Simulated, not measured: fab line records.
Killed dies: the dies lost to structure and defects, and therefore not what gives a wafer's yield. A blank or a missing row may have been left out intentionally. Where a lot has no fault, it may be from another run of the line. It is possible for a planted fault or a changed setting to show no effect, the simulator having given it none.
fab line records | flow n5-finfet
record: lots: 10 | wafers: 27 | last-day: 17
route steps=1938 shown HKMG_FIN@452 GATE_CUT@466 BEOL_M4@1111
lots that met no fault: taken from a fault-free run of the same line
start-h: hours from the record's opening day to when the first of the lot's shown wafers began | wait-h: hours from the lot's prior step to this one | " identical to the entry in the row above | L1.1+2: a row that stands for several wafers | - no value, or no start was given | * or withheld: withheld | < > ~ a bound
route shown NAME@n: a module of which the file shows steps, and the number in the route of the first | usual: mean and standard deviation over wafers with no fault | same: alike in all rows | chamber/n: place in a boat | sites: each site's reading | _std_site: how widely they spread, as a standard deviation | _edge_site: inner sites' mean taken away from outer sites' mean | radius-mm: for every site, how far away it sits from the centre of the wafer | mask NAME#n: copy n | behind: the last tool/chamber to shape the wafer | hold: why the lot was held/for how many hours/how that ended | device: transistor that didn't switch, given as n, p or np | end of line: at the end of the route, the tests of the same wafers | a step given without rows: its recipe and nothing more | killed: at the first sort, the dies lost to defects and structure; wafer yield is something else | map: a wafer's dies, marking killed ones x, the rest . and places with no die _
set.NAME: the setting as run; set.NAME@STEP: as run at that earlier step | model.NAME: the simulator's own value behind a step, which no gauge read
one table for each step of the route and one row for each wafer, over a sample of lots
services: the hour from which a tool's chamber was out of use, counted from the record's first day as start-h (under 0 if before that day), plus the number of hours and why
== steps ==
step: N5_HKMG_FIN_STRIP_90
recipe: chemistry: N2/H2 | material: SOC | time-s: 20 | power-w: 500 | temp-c: 40 | pressure-mtorr: 50 | rf-frequency-hz: 6e+07 | bias-power-w: 8 | h2-frac: 0.5 | n2-flow-sccm: 300 | h2-flow-sccm: 300
usual: drypump-motor-current-A: 5.6/0.56 | oes-product-au: 0.80/0.079 | rf-vpp-V: 54.2/0.88 | showerhead-plenum-p-Torr: 3.31/0.13 | throttle-valve-pct: 19.1/0.35
lot.wafer | tool        | chamber | start-h | wait-h | drypump-motor-current-A | oes-product-au | rf-hours-counter-h | rf-vpp-V | showerhead-plenum-p-Torr | throttle-valve-pct
L207.1    | rie-diel-03 | 2       | 84.69   | 0.0    | 4.8                     | 0.68           | 241                | 53.2     | 3.33                     | 19.0
L207.3    | "           | 0       | "       | "      | 5.3                     | 0.87           | 53                 | 53.5     | 3.28                     | 19.4
L207.6    | "           | 3       | "       | "      | 5.5                     | 0.75           | -                  | 54.0     | 3.11                     | 19.2
L209.1    | rie-diel-05 | 2       | 90.75   | 0.0    | 6.0                     | 0.84           | 69                 | 55.4     | 3.41                     | 19.0
L209.4    | "           | 0       | "       | "      | 5.2                     | 0.79           | 104                | 55.8     | 3.28                     | 18.8
L209.6    | "           | 1       | "       | "      | 5.8                     | 0.88           | -                  | 53.7     | 3.26                     | 18.9
L212.3    | rie-diel-03 | 3       | 112.79  | 0.0    | 5.5                     | 0.74           | 137                | 54.5     | 3.11                     | 19.2
L212.5    | "           | 3       | "       | "      | 5.5                     | 0.73           | -                  | 53.8     | 3.11                     | 19.2
L212.6    | "           | 1       | "       | "      | 6.4                     | 0.71           | -                  | 54.5     | 3.46                     | 19.6
L215.4    | rie-diel-05 | 2       | 125.39  | 0.0    | 6.0                     | 0.82           | 82                 | 53.1     | 3.40                     | 19.1
L217.2    | rie-diel-05 | 2       | 140.26  | 0.0    | 6.0                     | 0.81           | 87                 | 54.5     | 3.40                     | 19.1
L217.3    | "           | 0       | "       | "      | 5.2                     | 0.78           | 124                | 53.5     | 3.27                     | 18.9
L218.1    | rie-diel-03 | 2       | 147.11  | 0.0    | 4.8                     | 0.96           | 7                  | 54.3     | 3.32                     | 18.6
L218.3    | "           | 0       | "       | "      | 5.3                     | 0.84           | 77                 | 52.8     | 3.27                     | 19.4
L218.4    | "           | 1       | "       | "      | 6.4                     | 0.70           | 213                | 55.9     | 3.45                     | 19.7
L220.2    | rie-diel-04 | 1       | 156.73  | 0.0    | 6.1                     | 0.89           | 39                 | 55.6     | 3.56                     | 18.5
L220.4    | "           | 1       | "       | "      | 6.2                     | 0.90           | -                  | 55.3     | 3.56                     | 18.5
L220.6    | "           | 2       | "       | "      | 5.7                     | 0.67           | -                  | 53.8     | 3.30                     | 18.5
L222.1    | rie-diel-03 | 0       | 165.88  | 0.0    | 5.3                     | 0.83           | 84                 | 53.6     | 3.26                     | 19.4
L222.3    | "           | 3       | "       | "      | 5.5                     | 0.72           | 159                | 52.8     | 3.10                     | 19.2
L222.6    | "           | 1       | "       | "      | 6.3                     | 0.69           | -                  | 53.3     | 3.45                     | 19.7
L223.2    | rie-diel-03 | 0       | 177.61  | 0.0    | 5.3                     | 0.84           | 88                 | 54.5     | 3.26                     | 19.4
L223.4    | "           | 2       | "       | "      | 4.8                     | 0.93           | 19                 | 52.9     | 3.32                     | 18.6
L223.5    | "           | 3       | "       | "      | 5.5                     | 0.72           | -                  | 53.0     | 3.09                     | 19.2
L228.2    | rie-diel-05 | 2       | 211.70  | 0.0    | 6.0                     | 0.79           | 113                | 54.4     | 3.38                     | 19.1
L228.3    | "           | 3       | "       | "      | 4.7                     | 0.81           | 85                 | 54.3     | 3.25                     | 19.5
L228.4    | "           | 1       | "       | "      | 5.9                     | 0.82           | 94                 | 53.3     | 3.24                     | 18.9
step: N5_HKMG_FIN_W_FILL_22
recipe: material: W | target-thk-a: 600 | temp-c: 400 | pressure-torr: 39.4 | time-s: 18.2
usual: heater-power-w: 856/25 | throttle-valve-pct: 19.5/1.2
lot.wafer | tool     | chamber | start-h | wait-h | heater-power-w | throttle-valve-pct
L207.1    | cvd-w-02 | 1       | 85.80   | 0.0    | 864            | 18.1
L207.3    | "        | 0       | "       | "      | 819            | 18.7
L207.6    | "        | 0       | "       | "      | 814            | 18.9
L209.1    | cvd-w-01 | 1       | 91.86   | 0.0    | 891            | 20.0
L209.4    | "        | 1       | "       | "      | 862            | 19.7
L209.6    | "        | 1       | "       | "      | 880            | 20.0
L212.3    | cvd-w-02 | 1       | 113.91  | 0.0    | 883            | 18.3
L212.5    | "        | 1       | "       | "      | 875            | 18.3
L212.6    | "        | 0       | "       | "      | 835            | 18.7
L215.4    | cvd-w-01 | 0       | 126.51  | 0.0    | 822            | 21.3
L217.2    | cvd-w-02 | 1       | 141.37  | 0.0    | 883            | 18.6
L217.3    | "        | 0       | "       | "      | 822            | 18.8
L218.1    | cvd-w-02 | 0       | 148.22  | 0.0    | 827            | 19.0
L218.3    | "        | 1       | "       | "      | 872            | 18.4
L218.4    | "        | 0       | "       | "      | 822            | 19.0
L220.2    | cvd-w-02 | 0       | 157.84  | 0.0    | 828            | 18.7
L220.4    | "        | 1       | "       | "      | 887            | 18.4
L220.6    | "        | 0       | "       | "      | 843            | 18.8
L222.1    | cvd-w-01 | 0       | 166.99  | 0.0    | 858            | 21.6
L222.3    | "        | 0       | "       | "      | 846            | 21.8
L222.6    | "        | 1       | "       | "      | 883            | 20.3
L223.2    | cvd-w-02 | 0       | 178.71  | 0.0    | 836            | 18.9
L223.4    | "        | 1       | "       | "      | 854            | 18.4
L223.5    | "        | 1       | "       | "      | 873            | 18.5
L228.2    | cvd-w-01 | 1       | 212.81  | 0.0    | 859            | 20.6
L228.3    | "        | 0       | "       | "      | 858            | 21.8
L228.4    | "        | 1       | "       | "      | 900            | 20.4
step: N5_GATE_CUT_ETCH_56
recipe: chemistry: Cl2/Ar | target: TiN | target-depth-a: 216 | pressure-mtorr: 10 | icp-w: 600 | bias-w: 60 | Cl2_flow_sccm: 40 | Ar_flow_sccm: 60
usual: drypump-motor-current-A: 6.0/0.49 | mfc-ar-sccm: 60.00/0.18 | oes-product-au: 0.75/0.099 | rf-fwd-power-W: 596.7/2.4 | throttle-valve-pct: 20.8/0.36
lot.wafer | tool         | chamber | start-h | wait-h | drypump-motor-current-A | mfc-ar-sccm | oes-product-au | rf-fwd-power-W | rf-hours-counter-h | throttle-valve-pct
L207.1    | rie-metal-03 | 0       | 86.77   | 0.1    | 6.2                     | 59.85       | 0.70           | 592.5          | 70                 | 20.6
L207.3    | "            | 0       | "       | "      | 6.2                     | 60.08       | 0.71           | 591.1          | -                  | 20.6
L207.6    | "            | 1       | "       | "      | 6.1                     | 59.36       | 0.81           | 599.4          | -                  | 20.8
L209.1    | rie-metal-03 | 0       | 92.92   | 0.1    | 6.1                     | 59.84       | 0.70           | 592.8          | 71                 | 20.7
L209.4    | "            | 0       | "       | "      | 6.1                     | 59.71       | 0.69           | 592.0          | -                  | 20.6
L209.6    | "            | 0       | "       | "      | 6.2                     | 59.90       | 0.70           | 590.3          | -                  | 20.7
L212.3    | rie-metal-03 | 1       | 114.90  | 0.1    | 6.1                     | 60.11       | 0.81           | 597.7          | -                  | 20.8
L212.5    | "            | 0       | "       | "      | 6.2                     | 60.12       | 0.69           | 593.8          | -                  | 20.7
L212.6    | "            | 1       | "       | "      | 6.1                     | 60.16       | 0.80           | 596.3          | -                  | 20.8
L215.4    | rie-metal-03 | 1       | 127.50  | 0.1    | 6.1                     | 59.81       | 0.91           | 740.1          | -                  | 20.6
L217.2    | rie-metal-03 | 1       | 142.34  | 0.1    | 6.1                     | 59.75       | 0.90           | 742.3          | 45                 | 20.6
L217.3    | "            | 1       | "       | "      | 6.1                     | 59.89       | 0.89           | 739.1          | -                  | 20.6
L218.1    | rie-metal-01 | 0       | 149.19  | 0.1    | 5.3                     | 59.80       | 0.92           | 595.7          | 11                 | 20.3
L218.3    | "            | 0       | "       | "      | 5.4                     | 59.94       | 0.91           | 596.3          | -                  | 20.3
L218.4    | "            | 1       | "       | "      | 6.3                     | 59.91       | 0.62           | 598.3          | -                  | 21.5
L220.2    | rie-metal-02 | 0       | 158.82  | 0.1    | 5.1                     | 59.72       | 0.67           | 594.3          | 88                 | 20.9
L220.4    | "            | 1       | "       | "      | 6.6                     | 60.34       | 0.85           | 599.1          | -                  | 20.6
L220.6    | "            | 0       | "       | "      | 5.1                     | 60.10       | 0.68           | 594.8          | -                  | 20.9
L222.1    | rie-metal-02 | 1       | 167.97  | 0.1    | 6.6                     | 60.20       | 0.85           | 597.7          | 18                 | 20.7
L222.3    | "            | 1       | "       | "      | 6.6                     | 60.07       | 0.83           | 596.3          | -                  | 20.7
L222.6    | "            | 1       | "       | "      | 6.6                     | 59.93       | 0.85           | 597.6          | -                  | 20.7
L223.2    | rie-metal-01 | 0       | 179.69  | 0.1    | 5.4                     | 59.90       | 0.89           | 599.8          | 14                 | 20.3
L223.4    | "            | 0       | "       | "      | 5.4                     | 59.94       | 0.89           | 596.3          | -                  | 20.3
L223.5    | "            | 0       | "       | "      | 5.4                     | 60.07       | 0.88           | 599.6          | -                  | 20.3
L228.2    | rie-metal-01 | 0       | 213.78  | 0.1    | 5.4                     | 60.07       | 0.88           | 601.1          | 17                 | 20.3
L228.3    | "            | 0       | "       | "      | 5.4                     | 59.84       | 0.88           | 599.0          | -                  | 20.3
L228.4    | "            | 1       | "       | "      | 6.3                     | 60.17       | 0.61           | 596.6          | -                  | 21.5
step: N5_GATE_CUT_STRIP_59
recipe: chemistry: N2/H2 | time-s: 20 | power-w: 100 | temp-c: 40 | pressure-mtorr: 100 | rf-frequency-hz: 6e+07 | bias-power-w: 3 | n2-flow-sccm: 300 | h2-flow-sccm: 300
usual: drypump-motor-current-A: 5.8/0.4 | oes-product-au: 0.77/0.071 | rf-vpp-V: 45.3/0.86 | showerhead-plenum-p-Torr: 3.34/0.084 | throttle-valve-pct: 12.2/0.3
lot.wafer | tool        | chamber | start-h | wait-h | drypump-motor-current-A | oes-product-au | rf-hours-counter-h | rf-vpp-V | showerhead-plenum-p-Torr | throttle-valve-pct
L207.1    | rie-diel-01 | 0       | 87.07   | 0.1    | 6.3                     | 0.68           | 239                | 44.9     | 3.31                     | 12.2
L207.3    | "           | 1       | "       | "      | 5.5                     | 0.77           | 129                | 45.6     | 3.24                     | 11.9
L207.6    | "           | 3       | "       | "      | 6.2                     | 0.79           | -                  | 44.8     | 3.26                     | 12.0
L209.1    | rie-diel-01 | 3       | 93.20   | 0.1    | 6.2                     | 0.78           | 112                | 45.7     | 3.26                     | 12.0
L209.4    | "           | 3       | "       | "      | 6.2                     | 0.80           | -                  | 46.7     | 3.26                     | 12.0
L209.6    | "           | 0       | "       | "      | 6.3                     | 0.68           | -                  | 45.7     | 3.31                     | 12.3
L212.3    | rie-diel-06 | 3       | 115.15  | 0.1    | 5.3                     | 0.74           | 184                | 45.6     | 3.49                     | 12.5
L212.5    | "           | 1       | "       | "      | 5.5                     | 0.75           | -                  | 44.9     | 3.39                     | 11.9
L212.6    | "           | 0       | "       | "      | 5.7                     | 0.70           | -                  | 45.0     | 3.31                     | 12.6
L215.4    | rie-diel-01 | 3       | 127.77  | 0.0    | 6.2                     | 0.78           | -                  | 45.6     | 3.25                     | 12.1
L217.2    | rie-diel-06 | 2       | 142.88  | 0.1    | 6.2                     | 0.73           | 179                | 46.0     | 3.34                     | 12.5
L217.3    | "           | 0       | "       | "      | 5.6                     | 0.69           | 242                | 46.3     | 3.30                     | 12.6
L218.1    | rie-diel-06 | 1       | 149.51  | 0.1    | 5.5                     | 0.75           | 154                | 46.8     | 3.39                     | 11.9
L218.3    | "           | 3       | "       | "      | 5.3                     | 0.73           | 195                | 46.1     | 3.49                     | 12.5
L218.4    | "           | 0       | "       | "      | 5.6                     | 0.69           | 244                | 45.3     | 3.30                     | 12.6
L220.2    | rie-diel-02 | 0       | 159.09  | 0.1    | 5.0                     | 0.87           | 39                 | 46.6     | 3.29                     | 12.0
L220.4    | "           | 1       | "       | "      | 5.8                     | 0.70           | 234                | 46.0     | 3.33                     | 12.9
L220.6    | "           | 2       | "       | "      | 6.1                     | 0.73           | -                  | 46.5     | 3.50                     | 12.4
L222.1    | rie-diel-06 | 0       | 168.24  | 0.1    | 5.7                     | 0.69           | 250                | 44.4     | 3.30                     | 12.6
L222.3    | "           | 1       | "       | "      | 5.5                     | 0.75           | 159                | 45.3     | 3.38                     | 11.9
L222.6    | "           | 1       | "       | "      | 5.5                     | 0.75           | -                  | 45.8     | 3.38                     | 11.9
L223.2    | rie-diel-01 | 1       | 179.96  | 0.1    | 5.4                     | 0.74           | 170                | 45.7     | 3.22                     | 12.0
L223.4    | "           | 0       | "       | "      | 6.4                     | 0.98           | 2                  | 44.8     | 3.30                     | 11.6
L223.5    | "           | 3       | "       | "      | 6.2                     | 0.76           | -                  | 43.9     | 3.24                     | 12.1
L228.2    | rie-diel-06 | 3       | 214.08  | 0.1    | 5.3                     | 0.72           | 213                | 45.1     | 3.48                     | 12.5
L228.3    | "           | 1       | "       | "      | 5.5                     | 0.73           | 171                | 44.6     | 3.38                     | 11.9
L228.4    | "           | 0       | "       | "      | 5.6                     | 0.94           | 4                  | 46.5     | 3.30                     | 12.0
step: N5_BEOL_M4_RC_MEAS_101
usual: DIBL_N: 35.3/1.5 | DIBL_P: 35.3/1.9 | IOFF_N: 0.145/0.027 | IOFF_P: 0.20/0.033 | ION_N: 670/12 | ION_P: 462/6.8 | SS_N: 71.3/0.6 | SS_P: 73.1/0.7 | VT_N: 251/3.4 | VT_P: -251/3.2
lot.wafer | tool      | chamber | start-h | wait-h | DIBL_N[mV/V] | DIBL_P[mV/V] | IOFF_N[nA/um] | IOFF_P[nA/um] | ION_N[uA/um] | ION_P[uA/um] | SS_N[mV/dec] | SS_P[mV/dec] | VT_N[mV] | VT_P[mV]
L207.1    | prober-02 | 0       | 182.71  | 0.0    | 35.3         | 35.0         | 0.147         | 0.18          | 670          | 456          | 71.7         | 72.2         | 248      | -254
L207.3    | "         | 0       | "       | "      | 33.1         | 32.6         | 0.115         | 0.16          | 664          | 458          | 70.6         | 72.7         | 254      | -252
L207.6    | "         | 0       | "       | "      | 35.4         | 35.4         | 0.157         | 0.20          | 679          | 466          | 70.9         | 72.6         | 248      | -247
L209.1    | prober-02 | 0       | 192.03  | 0.0    | 33.6         | 35.7         | 0.140         | 0.19          | 675          | 461          | 70.7         | 74.2         | 247      | -252
L209.4    | "         | 0       | "       | "      | 36.0         | 38.2         | 0.180         | 0.24          | 683          | 466          | 71.5         | 73.6         | 245      | -249
L209.6    | "         | 0       | "       | "      | 35.5         | 37.7         | 0.182         | 0.22          | 686          | 462          | 71.5         | 74.4         | 246      | -248
L212.3    | prober-01 | 0       | 204.08  | 0.3    | 36.7         | 36.6         | 0.162         | 0.24          | 669          | 464          | 71.9         | 73.4         | 251      | -247
L212.5    | "         | 0       | "       | "      | 35.3         | 35.2         | 0.133         | 0.22          | 664          | 466          | 71.6         | 73.0         | 251      | -249
L212.6    | "         | 0       | "       | "      | 36.8         | 37.3         | 0.160         | 0.25          | 679          | 467          | 72.0         | 73.3         | 248      | -245
L215.4    | prober-01 | 0       | 224.21  | 0.5    | 35.2         | 35.0         | 0.133         | 0.20          | 670          | 468          | 70.8         | 73.1         | 251      | -251
L217.2    | prober-02 | 0       | 241.25  | 0.2    | 33.6         | 33.8         | 0.130         | 0.20          | 674          | 474          | 70.3         | 72.5         | 249      | -250
L217.3    | "         | 0       | "       | "      | 34.0         | 34.8         | 0.126         | 0.20          | 656          | 458          | 71.2         | 72.3         | 255      | -248
L218.1    | prober-01 | 0       | 250.96  | 0.0    | 34.0         | 34.9         | 0.120         | 0.19          | 654          | 458          | 70.6         | 72.7         | 256      | -250
L218.3    | "         | 0       | "       | "      | 31.6         | 31.7         | 0.090         | 0.15          | 637          | 446          | 70.3         | 72.0         | 260      | -251
L218.4    | "         | 0       | "       | "      | 35.0         | 35.7         | 0.139         | 0.20          | 672          | 465          | 70.4         | 73.0         | 252      | -249
L220.2    | prober-02 | 0       | 262.70  | 0.2    | 35.4         | 36.4         | 0.139         | 0.19          | 662          | 460          | 71.7         | 73.9         | 252      | -250
L220.4    | "         | 0       | "       | "      | 33.1         | 33.2         | 0.101         | 0.15          | 649          | 449          | 71.2         | 72.4         | 256      | -253
L220.6    | "         | 0       | "       | "      | 32.8         | 33.1         | 0.107         | 0.15          | 663          | 449          | 71.0         | 72.7         | 256      | -255
L222.1    | prober-02 | 0       | 276.42  | 0.0    | 35.0         | 34.5         | 0.126         | 0.17          | 671          | 461          | 71.3         | 73.3         | 254      | -251
L222.3    | "         | 0       | "       | "      | 36.7         | 36.2         | 0.153         | 0.20          | 669          | 456          | 71.5         | 73.5         | 251      | -252
L222.6    | "         | 0       | "       | "      | 34.3         | 33.6         | 0.119         | 0.17          | 670          | 464          | 71.0         | 72.6         | 254      | -255
L223.2    | prober-01 | 0       | 277.69  | 0.2    | 33.4         | 31.0         | 0.119         | 0.16          | 656          | 459          | 70.7         | 72.1         | 255      | -252
L223.4    | "         | 0       | "       | "      | 37.6         | 36.8         | 0.200         | 0.24          | 695          | 468          | 72.2         | 73.1         | 247      | -248
L223.5    | "         | 0       | "       | "      | 37.0         | 36.0         | 0.192         | 0.23          | 694          | 466          | 71.7         | 73.6         | 245      | -247
L228.2    | prober-01 | 0       | 304.26  | 0.2    | 36.1         | 34.9         | 0.148         | 0.18          | 668          | 454          | 71.4         | 73.0         | 251      | -255
L228.3    | "         | 0       | "       | "      | 36.3         | 35.3         | 0.159         | 0.19          | 676          | 462          | 71.4         | 73.0         | 248      | -253
L228.4    | "         | 0       | "       | "      | 35.4         | 35.1         | 0.150         | 0.19          | 662          | 461          | 71.5         | 73.4         | 247      | -252
== services ==
tool         | chamber | start-h | hours | kind
rie-diel-04  | 3       | 65.65   | 3.0   | repair
rie-metal-03 | 1       | 78.66   | 2.0   | repair
rie-diel-01  | 2       | 92.69   | 10.4  | repair
rie-diel-05  | -       | 93.41   | 0.3   | repair
rie-diel-02  | -       | 97.54   | 0.5   | repair
rie-diel-05  | 3       | 105.12  | 2.2   | repair
rie-diel-03  | 2       | 109.39  | -     | clean
rie-diel-03  | 2       | 109.39  | -     | consumable-replace:focus-ring
rie-diel-03  | 2       | 109.39  | 17.5  | scheduled-down
rie-diel-03  | 2       | 109.39  | 17.5  | vent-cycle
rie-diel-02  | -       | 113.36  | 0.2   | repair
rie-diel-01  | 0       | 117.13  | 8.1   | repair
rie-diel-02  | 1       | 122.10  | 29.3  | repair
rie-diel-06  | 3       | 134.11  | 4.1   | repair
rie-metal-03 | -       | 165.82  | 2.8   | pm
rie-diel-05  | 0       | 167.54  | 4.6   | repair
rie-diel-06  | 0       | 170.31  | -     | clean
rie-diel-06  | 0       | 170.31  | -     | consumable-replace:focus-ring
rie-diel-06  | -       | 176.96  | 1.2   | repair
rie-diel-03  | 2       | 185.10  | 3.2   | repair
rie-diel-05  | -       | 196.32  | 1.0   | repair
rie-diel-04  | -       | 199.04  | 0.5   | repair
cvd-w-01     | 0       | 202.34  | 5.8   | repair
rie-diel-06  | 2       | 204.70  | 3.3   | repair
== key ==
first-sign: step: N5_GATE_CUT_ETCH_56 | reading: rf-fwd-power-W | direction: up | sigmas: 59 | usual: * | struck: *
effect none on later readings
met-at N5_GATE_CUT_ETCH_56
struck-lots L215,L217
struck-wafers L215.4,L217.2,L217.3
rows-end L215.4
not-acting-at N5_HKMG_FIN_STRIP_90,N5_HKMG_FIN_W_FILL_22,N5_GATE_CUT_STRIP_59
onset-between 114.90 127.50
fault: kind: process-parameter-drift | tool: rie-metal-03 | chamber: 1 | onset-h: 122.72 | steps: N5_GATE_CUT_ETCH_56 | channel: icp-w | offset: 144 | shape: step | acts-in: these-recipes-only | stated: 600
rows-end: these wafers met a further fault down the route, and their rows from its step on are left out
